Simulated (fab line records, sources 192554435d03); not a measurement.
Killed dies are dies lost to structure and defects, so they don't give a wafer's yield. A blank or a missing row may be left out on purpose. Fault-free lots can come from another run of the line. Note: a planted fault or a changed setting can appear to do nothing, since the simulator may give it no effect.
Chamber matching ; flow n5-finfet ; N5_MOL_CONTACT_COAG_ETCHBACK_134 on rie-diel-04: 4 sister chambers
The step etches SiO2 in CHF3, target depth 10 nm, time 6.7 s. 4 wafers are shown with their chamber, then 8 later ones without.

== WAFERS WITH THEIR CHAMBER ==
wafer;chamber;drypump-motor-current-A (A)
L082.1;2;5.7
L082.2;3;6.2
L082.3;1;5.8
L090.1;0;6.7

== WAFERS MISSING THEIR CHAMBER ==
wafer;drypump-motor-current-A (A)
L090.2;5.7
L090.5;5.6
L091.2;6.2
L091.3;5.7
L091.4;6.7
L092.2;6.2
L092.5;6.2
L092.6;5.7

== WHICH CHAMBER EACH ONE RAN IN ==
wafer;from the rows above;in truth
L090.2;2;2
L090.5;2;2
L091.2;3;3
L091.3;2;2
L091.4;0;0
L092.2;3;3
L092.5;3;3
L092.6;2;2
Placed correctly: 8 of 8. From these rows, 0 cannot be placed. Number placed wrongly: 0.
How it was worked out, from the rows above alone: a wafer's distance from a chamber is the root of the sum, over the readings, of the square of ((its reading less the chamber's mean) divided by the reading's scatter). The wafer belongs to the nearest chamber; if the next one is less than 2 further off, it can't be placed. For every chamber, the mean is computed from those of its wafers that are shown. The scatter: with one shown wafer a chamber, the root of the mean of the squares of how far each hidden wafer lies from its nearest shown one.
